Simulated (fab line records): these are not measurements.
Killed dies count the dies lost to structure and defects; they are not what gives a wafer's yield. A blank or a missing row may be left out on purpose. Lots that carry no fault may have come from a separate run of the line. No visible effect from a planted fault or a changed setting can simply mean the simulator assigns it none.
Which of the tools did it? || flow n5 finfet || 10 lots, 29 wafers sampled, at 6 steps of a route of 1938

WHAT THE GAUGES SHOWED, per wafer
N5_BEOL_M4_RC_MEAS_101. Usual: DIBL_N 35.3 mV/V, standard deviation 2.5; DIBL_P 35 mV/V, standard deviation 3.3; IOFF_N 0.15 nA/um, standard deviation 0.049; IOFF_P 0.20 nA/um, standard deviation 0.056; ION_N 673 uA/um, standard deviation 16; ION_P 462 uA/um, standard deviation 10; SS_N 71.2 mV/dec, standard deviation 0.85; SS_P 73.0 mV/dec, standard deviation 0.97; VT_N 252 mV, standard deviation 4.9; VT_P -251 mV, standard deviation 5.
{"lot": "L510", "measured": "day 8 18:04", "on": "prober-02", "DIBL_N (mV/V)": "37.3 37.2", "DIBL_P (mV/V)": "39 38", "IOFF_N (nA/um)": "0.19 0.18", "IOFF_P (nA/um)": "0.21 0.20", "ION_N (uA/um)": "691 680", "ION_P (uA/um)": "466 457", "SS_N (mV/dec)": "72.6 72.3", "SS_P (mV/dec)": "73.9 73.5", "VT_N (mV)": "248 251", "VT_P (mV)": "-251 -256", "flag": ""}
{"lot": "L511", "measured": "day 9 03:12", "on": "prober-02", "DIBL_N (mV/V)": "40.5 36.0 39.7", "DIBL_P (mV/V)": "41 35 40", "IOFF_N (nA/um)": "0.25 0.13 0.21", "IOFF_P (nA/um)": "0.29 0.17 0.25", "ION_N (uA/um)": "710 677 681", "ION_P (uA/um)": "483 464 463", "SS_N (mV/dec)": "72.2 70.9 72.3", "SS_P (mV/dec)": "74.0 73.0 73.7", "VT_N (mV)": "244 252 248", "VT_P (mV)": "-246 -254 -248", "flag": ""}
{"lot": "L517", "measured": "day 10 08:30", "on": "prober-02", "DIBL_N (mV/V)": "37.4 37.0 36.5", "DIBL_P (mV/V)": "38 37 35", "IOFF_N (nA/um)": "0.20 0.17 0.15", "IOFF_P (nA/um)": "0.24 0.22 0.18", "ION_N (uA/um)": "700 692 665", "ION_P (uA/um)": "471 468 453", "SS_N (mV/dec)": "71.4 72.1 71.7", "SS_P (mV/dec)": "73.1 74.1 73.1", "VT_N (mV)": "245 248 250", "VT_P (mV)": "-251 -250 -254", "flag": ""}
{"lot": "L518", "measured": "day 10 21:14", "on": "prober-01", "DIBL_N (mV/V)": "37.3 33.5 33.3", "DIBL_P (mV/V)": "39 33 32", "IOFF_N (nA/um)": "0.18 0.12 0.11", "IOFF_P (nA/um)": "0.25 0.18 0.16", "ION_N (uA/um)": "673 675 660", "ION_P (uA/um)": "466 464 465", "SS_N (mV/dec)": "71.5 70.2 70.5", "SS_P (mV/dec)": "73.4 72.0 72.0", "VT_N (mV)": "248 253 255", "VT_P (mV)": "-247 -251 -251", "flag": ""}
{"lot": "L520", "measured": "day 10 21:34", "on": "prober-02", "DIBL_N (mV/V)": "31.2 33.6 37.8", "DIBL_P (mV/V)": "31 33 37", "IOFF_N (nA/um)": "0.09 0.11 0.19", "IOFF_P (nA/um)": "0.12 0.14 0.20", "ION_N (uA/um)": "658 654 684", "ION_P (uA/um)": "454 450 463", "SS_N (mV/dec)": "70.4 70.6 72.6", "SS_P (mV/dec)": "71.5 72.9 73.5", "VT_N (mV)": "258 256 248", "VT_P (mV)": "-259 -258 -253", "flag": ""}
{"lot": "L519", "measured": "day 11 02:05", "on": "prober-01", "DIBL_N (mV/V)": "37.1 39.3 36.3", "DIBL_P (mV/V)": "37 39 36", "IOFF_N (nA/um)": "0.17 0.20 0.16", "IOFF_P (nA/um)": "0.22 0.26 0.23", "ION_N (uA/um)": "673 671 684", "ION_P (uA/um)": "456 452 466", "SS_N (mV/dec)": "71.7 72.3 71.8", "SS_P (mV/dec)": "72.7 74.0 73.4", "VT_N (mV)": "245 247 245", "VT_P (mV)": "-248 -244 -248", "flag": ""}
{"lot": "L523", "measured": "day 11 05:06", "on": "prober-01", "DIBL_N (mV/V)": "30.9 30.3 31.9", "DIBL_P (mV/V)": "30 31 32", "IOFF_N (nA/um)": "0.10 0.09 0.10", "IOFF_P (nA/um)": "0.16 0.19 0.19", "ION_N (uA/um)": "663 652 657", "ION_P (uA/um)": "456 472 464", "SS_N (mV/dec)": "70.4 69.6 70.5", "SS_P (mV/dec)": "71.9 71.8 71.8", "VT_N (mV)": "257 254 255", "VT_P (mV)": "-247 -246 -245", "flag": ""}
{"lot": "L528", "measured": "day 13 09:14", "on": "prober-01", "DIBL_N (mV/V)": "32.7 33.0 33.1", "DIBL_P (mV/V)": "32 33 32", "IOFF_N (nA/um)": "0.11 0.11 0.10", "IOFF_P (nA/um)": "0.16 0.18 0.16", "ION_N (uA/um)": "684 658 666", "ION_P (uA/um)": "473 462 462", "SS_N (mV/dec)": "70.2 70.7 70.4", "SS_P (mV/dec)": "73.0 73.1 72.7", "VT_N (mV)": "255 253 260", "VT_P (mV)": "-254 -250 -253", "flag": ""}
{"lot": "L531", "measured": "day 13 09:18", "on": "prober-02", "DIBL_N (mV/V)": "30.2 31.0 31.3", "DIBL_P (mV/V)": "29 30 30", "IOFF_N (nA/um)": "0.08 0.09 0.09", "IOFF_P (nA/um)": "0.11 0.11 0.12", "ION_N (uA/um)": "665 646 648", "ION_P (uA/um)": "457 447 442", "SS_N (mV/dec)": "70.0 70.0 69.9", "SS_P (mV/dec)": "72.5 72.4 72.0", "VT_N (mV)": "259 257 259", "VT_P (mV)": "-258 -257 -259", "flag": ""}
{"lot": "L532", "measured": "day 14 06:27", "on": "prober-02", "DIBL_N (mV/V)": "32.9 37.2 37.3", "DIBL_P (mV/V)": "31 36 35", "IOFF_N (nA/um)": "0.09 0.14 0.14", "IOFF_P (nA/um)": "0.13 0.18 0.17", "ION_N (uA/um)": "648 654 656", "ION_P (uA/um)": "451 448 445", "SS_N (mV/dec)": "71.3 71.5 72.3", "SS_P (mV/dec)": "72.7 73.9 73.9", "VT_N (mV)": "257 253 256", "VT_P (mV)": "-261 -254 -256", "flag": ""}

N5_PASSIVATION_CD_MEAS_44: target cd 40000 nm. Usual: 40003 nm for cd nm, sd 5.2.
{"lot": "L510", "measured": "day 13 03:11", "on": "cd sem-02", "cd nm (nm)": "40005 40004", "flag": ""}
{"lot": "L511", "measured": "day 13 07:55", "on": "cd sem-03", "cd nm (nm)": "40001 39997 39999", "flag": ""}
{"lot": "L517", "measured": "day 14 20:02", "on": "cd sem-02", "cd nm (nm)": "40000 40000 39998", "flag": ""}
{"lot": "L518", "measured": "day 15 01:04", "on": "cd sem-03", "cd nm (nm)": "40009 40007 40011", "flag": ""}
{"lot": "L520", "measured": "day 15 06:49", "on": "cd sem-02", "cd nm (nm)": "40002 40004 40007", "flag": ""}
{"lot": "L519", "measured": "day 15 15:43", "on": "cd sem-01", "cd nm (nm)": "40002 40000 40005", "flag": ""}
{"lot": "L523", "measured": "day 15 11:10", "on": "cd sem-03", "cd nm (nm)": "39999 39996 39991", "flag": ""}
{"lot": "L528", "measured": "day 17 20:13", "on": "cd sem-03", "cd nm (nm)": "40001 40007 40006", "flag": ""}
{"lot": "L531", "measured": "day 17 19:01", "on": "cd sem-01", "cd nm (nm)": "40005 40007 39997", "flag": ""}
{"lot": "L532", "measured": "day 18 20:17", "on": "cd sem-03", "cd nm (nm)": "40006 40008 40004", "flag": ""}

WHICH TOOL RAN EACH LOT (tool, then ch and the chambers of the sampled wafers, then the start)
{"lot": "L510", "N5_BEOL_M15_DEP_53": "pecvd-03 ch 0,1, day 12 16:11", "N5_PASSIVATION_PECVD_00": "pecvd-01 ch 0,2, day 12 17:16", "N5_PASSIVATION_AL_DEP_21": "pvd sputter-01, day 13 00:37", "N5_PASSIVATION_ETCH_59": "rie metal-03 ch 0,1, day 13 01:48"}
{"lot": "L511", "N5_BEOL_M15_DEP_53": "pecvd-03 ch 0,2, day 12 22:41", "N5_PASSIVATION_PECVD_00": "pecvd-02 ch 0,1,2, day 12 23:47", "N5_PASSIVATION_AL_DEP_21": "pvd sputter-03, day 13 05:22", "N5_PASSIVATION_ETCH_59": "rie metal-02 ch 0,1, day 13 06:32"}
{"lot": "L517", "N5_BEOL_M15_DEP_53": "pecvd-03 ch 0,1, day 14 04:49", "N5_PASSIVATION_PECVD_00": "pecvd-02 ch 0,1,2, day 14 05:55", "N5_PASSIVATION_AL_DEP_21": "pvd sputter-01, day 14 17:49", "N5_PASSIVATION_ETCH_59": "rie metal-03 ch 0,1, day 14 18:53"}
{"lot": "L518", "N5_BEOL_M15_DEP_53": "pecvd-02 ch 0,1,2, day 14 12:39", "N5_PASSIVATION_PECVD_00": "pecvd-02 ch 0,1,2, day 14 13:44", "N5_PASSIVATION_AL_DEP_21": "pvd sputter-03, day 14 22:20", "N5_PASSIVATION_ETCH_59": "rie metal-02 ch 0,1, day 14 23:47"}
{"lot": "L520", "N5_BEOL_M15_DEP_53": "pecvd-02 ch 0,2, day 14 18:47", "N5_PASSIVATION_PECVD_00": "pecvd-03 ch 0,1,2, day 14 19:53", "N5_PASSIVATION_AL_DEP_21": "pvd sputter-03, day 15 04:28", "N5_PASSIVATION_ETCH_59": "rie metal-03 ch 0,1, day 15 05:31"}
{"lot": "L519", "N5_BEOL_M15_DEP_53": "pecvd-02 ch 0,1,2, day 15 06:28", "N5_PASSIVATION_PECVD_00": "pecvd-03 ch 0,1,2, day 15 07:32", "N5_PASSIVATION_AL_DEP_21": "pvd sputter-01, day 15 13:21", "N5_PASSIVATION_ETCH_59": "rie metal-02 ch 0,1, day 15 14:31"}
{"lot": "L523", "N5_BEOL_M15_DEP_53": "pecvd-02 ch 0,2, day 15 00:36", "N5_PASSIVATION_PECVD_00": "pecvd-03 ch 0,1, day 15 01:41", "N5_PASSIVATION_AL_DEP_21": "pvd sputter-01, day 15 08:43", "N5_PASSIVATION_ETCH_59": "rie metal-03 ch 0,1, day 15 09:53"}
{"lot": "L528", "N5_BEOL_M15_DEP_53": "pecvd-03 ch 0,1,2, day 17 07:11", "N5_PASSIVATION_PECVD_00": "pecvd-01 ch 0,1, day 17 08:16", "N5_PASSIVATION_AL_DEP_21": "pvd sputter-03, day 17 17:46", "N5_PASSIVATION_ETCH_59": "rie metal-02 ch 0,1, day 17 18:57"}
{"lot": "L531", "N5_BEOL_M15_DEP_53": "pecvd-03 ch 1,2, day 17 07:28", "N5_PASSIVATION_PECVD_00": "pecvd-03 ch 0,1,2, day 17 08:32", "N5_PASSIVATION_AL_DEP_21": "pvd sputter-02, day 17 16:11", "N5_PASSIVATION_ETCH_59": "rie metal-03 ch 0,1, day 17 17:32"}
{"lot": "L532", "N5_BEOL_M15_DEP_53": "pecvd-02 ch 0,2, day 18 05:14", "N5_PASSIVATION_PECVD_00": "pecvd-02 ch 1,2, day 18 06:19", "N5_PASSIVATION_AL_DEP_21": "pvd sputter-01, day 18 17:58", "N5_PASSIVATION_ETCH_59": "rie metal-01 ch 0,1, day 18 19:08"}
- N5_BEOL_M15_DEP_53: deposits SiCN from 3MS/NH3, target thk 50 nm, time 17.8 s.
- N5_PASSIVATION_PECVD_00: deposits SiO2 from SiH4/N2O, target thk 200 nm, time 11.2 s.
- N5_PASSIVATION_AL_DEP_21: deposits Al, target thk 2800 nm, time 170 s.
- N5_PASSIVATION_ETCH_59: etches TaN in Cl2/BCl3, target depth 65 nm, time 34.9 s.

AS READ BY THE TOOLS THEMSELVES (means over the sampled wafers that have a number; for cases with no such wafer, the mark the record gives instead)
N5_BEOL_M15_DEP_53. Usual: rf fwd power W 666.9 W, standard deviation 2.8; showerhead plenum p Torr 4.148 Torr, standard deviation 0.013; throttle valve pct 17.2 %, standard deviation 1.1.
{"lot": "L510", "tool": "pecvd-03", "rf fwd power W (W)": 668.3, "showerhead plenum p Torr (Torr)": 4.147, "throttle valve pct (%)": 18.8, "flag": ""}
{"lot": "L511", "tool": "pecvd-03", "rf fwd power W (W)": 669.0, "showerhead plenum p Torr (Torr)": 4.168, "throttle valve pct (%)": 17.3, "flag": ""}
{"lot": "L517", "tool": "pecvd-03", "rf fwd power W (W)": 671.1, "showerhead plenum p Torr (Torr)": 4.155, "throttle valve pct (%)": 18.5, "flag": ""}
{"lot": "L518", "tool": "pecvd-02", "rf fwd power W (W)": 666.9, "showerhead plenum p Torr (Torr)": 4.141, "throttle valve pct (%)": 16.4, "flag": ""}
{"lot": "L520", "tool": "pecvd-02", "rf fwd power W (W)": 666.1, "showerhead plenum p Torr (Torr)": 4.133, "throttle valve pct (%)": 16.0, "flag": ""}
{"lot": "L519", "tool": "pecvd-02", "rf fwd power W (W)": 665.5, "showerhead plenum p Torr (Torr)": 4.143, "throttle valve pct (%)": 16.5, "flag": ""}
{"lot": "L523", "tool": "pecvd-02", "rf fwd power W (W)": 664.4, "showerhead plenum p Torr (Torr)": 4.137, "throttle valve pct (%)": 16.1, "flag": ""}
{"lot": "L528", "tool": "pecvd-03", "rf fwd power W (W)": 665.4, "showerhead plenum p Torr (Torr)": 4.156, "throttle valve pct (%)": 17.9, "flag": ""}
{"lot": "L531", "tool": "pecvd-03", "rf fwd power W (W)": 667.8, "showerhead plenum p Torr (Torr)": 4.144, "throttle valve pct (%)": 18.5, "flag": ""}
{"lot": "L532", "tool": "pecvd-02", "rf fwd power W (W)": 668.4, "showerhead plenum p Torr (Torr)": 4.136, "throttle valve pct (%)": 16.4, "flag": ""}

N5_PASSIVATION_PECVD_00. Usual: heater power outer w 354 W, standard deviation 67; heater power w 645 W, standard deviation 110; rf fwd power W 600.5 W, standard deviation 3; showerhead plenum p Torr 8.13 Torr, standard deviation 0.062; throttle valve pct 49 %, standard deviation 3.4.
{"lot": "L510", "tool": "pecvd-01", "heater power outer w (W)": 322, "heater power w (W)": 556, "rf fwd power W (W)": 598.2, "showerhead plenum p Torr (Torr)": 8.21, "throttle valve pct (%)": 50, "flag": ""}
{"lot": "L511", "tool": "pecvd-02", "heater power outer w (W)": 332, "heater power w (W)": 639, "rf fwd power W (W)": 600.0, "showerhead plenum p Torr (Torr)": 8.08, "throttle valve pct (%)": 47, "flag": ""}
{"lot": "L517", "tool": "pecvd-02", "heater power outer w (W)": 358, "heater power w (W)": 679, "rf fwd power W (W)": 602.2, "showerhead plenum p Torr (Torr)": 8.06, "throttle valve pct (%)": 47, "flag": ""}
{"lot": "L518", "tool": "pecvd-02", "heater power outer w (W)": 341, "heater power w (W)": 642, "rf fwd power W (W)": 599.7, "showerhead plenum p Torr (Torr)": 8.08, "throttle valve pct (%)": 47, "flag": ""}
{"lot": "L520", "tool": "pecvd-03", "heater power outer w (W)": 351, "heater power w (W)": 628, "rf fwd power W (W)": 602.0, "showerhead plenum p Torr (Torr)": 8.14, "throttle valve pct (%)": 51, "flag": ""}
{"lot": "L519", "tool": "pecvd-03", "heater power outer w (W)": 352, "heater power w (W)": 613, "rf fwd power W (W)": 602.8, "showerhead plenum p Torr (Torr)": 8.12, "throttle valve pct (%)": 51, "flag": ""}
{"lot": "L523", "tool": "pecvd-03", "heater power outer w (W)": 346, "heater power w (W)": 628, "rf fwd power W (W)": 602.6, "showerhead plenum p Torr (Torr)": 8.16, "throttle valve pct (%)": 53, "flag": ""}
{"lot": "L528", "tool": "pecvd-01", "heater power outer w (W)": 342, "heater power w (W)": 622, "rf fwd power W (W)": 596.4, "showerhead plenum p Torr (Torr)": 8.20, "throttle valve pct (%)": 51, "flag": ""}
{"lot": "L531", "tool": "pecvd-03", "heater power outer w (W)": 337, "heater power w (W)": 608, "rf fwd power W (W)": 600.9, "showerhead plenum p Torr (Torr)": 8.14, "throttle valve pct (%)": 51, "flag": ""}
{"lot": "L532", "tool": "pecvd-02", "heater power outer w (W)": 392, "heater power w (W)": 726, "rf fwd power W (W)": 603.1, "showerhead plenum p Torr (Torr)": 8.09, "throttle valve pct (%)": 45, "flag": ""}

N5_PASSIVATION_AL_DEP_21. Usual: 29.7 % for throttle valve pct, sd 1.1.
{"lot": "L510", "tool": "pvd sputter-01", "throttle valve pct (%)": 29.3, "flag": ""}
{"lot": "L511", "tool": "pvd sputter-03", "throttle valve pct (%)": 30.6, "flag": ""}
{"lot": "L517", "tool": "pvd sputter-01", "throttle valve pct (%)": 30.3, "flag": ""}
{"lot": "L518", "tool": "pvd sputter-03", "throttle valve pct (%)": 29.5, "flag": ""}
{"lot": "L520", "tool": "pvd sputter-03", "throttle valve pct (%)": 29.6, "flag": ""}
{"lot": "L519", "tool": "pvd sputter-01", "throttle valve pct (%)": 29.8, "flag": ""}
{"lot": "L523", "tool": "pvd sputter-01", "throttle valve pct (%)": 28.9, "flag": ""}
{"lot": "L528", "tool": "pvd sputter-03", "throttle valve pct (%)": 29.3, "flag": ""}
{"lot": "L531", "tool": "pvd sputter-02", "throttle valve pct (%)": 29.2, "flag": ""}
{"lot": "L532", "tool": "pvd sputter-01", "throttle valve pct (%)": 30.4, "flag": ""}

N5_PASSIVATION_ETCH_59. Usual: drypump motor current A 5.9 A, standard deviation 0.35; he backside leak sccm 3.5 sccm, standard deviation 0.34; oes product au 0.75 a.u., standard deviation 0.061; rf fwd power W 895.1 W, standard deviation 2.9; throttle valve pct 21.1 %, standard deviation 0.34.
{"lot": "L510", "tool": "rie metal-03", "drypump motor current A (A)": 6.2, "he backside leak sccm (sccm)": 3.5, "oes product au (a.u.)": 0.73, "rf fwd power W (W)": 890.5, "throttle valve pct (%)": 21.1, "flag": ""}
{"lot": "L511", "tool": "rie metal-02", "drypump motor current A (A)": 5.7, "he backside leak sccm (sccm)": 3.4, "oes product au (a.u.)": 0.81, "rf fwd power W (W)": 896.5, "throttle valve pct (%)": 21.1, "flag": ""}
{"lot": "L517", "tool": "rie metal-03", "drypump motor current A (A)": 6.2, "he backside leak sccm (sccm)": 3.4, "oes product au (a.u.)": 0.74, "rf fwd power W (W)": 892.6, "throttle valve pct (%)": 21.2, "flag": ""}
{"lot": "L518", "tool": "rie metal-02", "drypump motor current A (A)": 5.6, "he backside leak sccm (sccm)": 3.4, "oes product au (a.u.)": 0.77, "rf fwd power W (W)": 895.8, "throttle valve pct (%)": 21.2, "flag": ""}
{"lot": "L520", "tool": "rie metal-03", "drypump motor current A (A)": 6.3, "he backside leak sccm (sccm)": 3.4, "oes product au (a.u.)": 0.71, "rf fwd power W (W)": 897.7, "throttle valve pct (%)": 20.9, "flag": ""}
{"lot": "L519", "tool": "rie metal-02", "drypump motor current A (A)": 5.6, "he backside leak sccm (sccm)": 3.5, "oes product au (a.u.)": 0.76, "rf fwd power W (W)": 895.5, "throttle valve pct (%)": 21.2, "flag": ""}
{"lot": "L523", "tool": "rie metal-03", "drypump motor current A (A)": 6.3, "he backside leak sccm (sccm)": 3.5, "oes product au (a.u.)": 0.73, "rf fwd power W (W)": 894.9, "throttle valve pct (%)": 21.2, "flag": ""}
{"lot": "L528", "tool": "rie metal-02", "drypump motor current A (A)": 5.7, "he backside leak sccm (sccm)": 3.3, "oes product au (a.u.)": 0.40, "rf fwd power W (W)": 896.0, "throttle valve pct (%)": 22.0, "flag": "OFF"}
{"lot": "L531", "tool": "rie metal-03", "drypump motor current A (A)": 6.3, "he backside leak sccm (sccm)": 3.4, "oes product au (a.u.)": 0.72, "rf fwd power W (W)": 894.8, "throttle valve pct (%)": 21.2, "flag": ""}
{"lot": "L532", "tool": "rie metal-01", "drypump motor current A (A)": 5.6, "he backside leak sccm (sccm)": 3.7, "oes product au (a.u.)": 0.86, "rf fwd power W (W)": 894.0, "throttle valve pct (%)": 21.4, "flag": ""}

THE ANSWER, worked out from the rows above alone
Rule: take the mean of a lot's wafers that have a number; if it is more than 3 standard deviations from the usual mean, the lot is off. A lot without any number at a reading at which 4 lots or more have one is off too. All remaining lots with rows at the step are treated as sound. First the gauges in route order, then the tools' own readings, where a lot's mean is used as printed above. The first step at which some lot is off is used, and at that step the reading that is off furthest; a lot without a number counts as furthest.
Off, at N5_PASSIVATION_ETCH_59 on oes product au: L528.
If a tool, at that step or one of the process steps before it, ran each lot that is off and ran no sound lot following the first of them, it fits. Can't be told from this: 3 tools fit, pecvd-01 at N5_PASSIVATION_PECVD_00, pvd sputter-03 at N5_PASSIVATION_AL_DEP_21, rie metal-02 at N5_PASSIVATION_ETCH_59.

WHAT THE SIMULATOR HAD INSERTED
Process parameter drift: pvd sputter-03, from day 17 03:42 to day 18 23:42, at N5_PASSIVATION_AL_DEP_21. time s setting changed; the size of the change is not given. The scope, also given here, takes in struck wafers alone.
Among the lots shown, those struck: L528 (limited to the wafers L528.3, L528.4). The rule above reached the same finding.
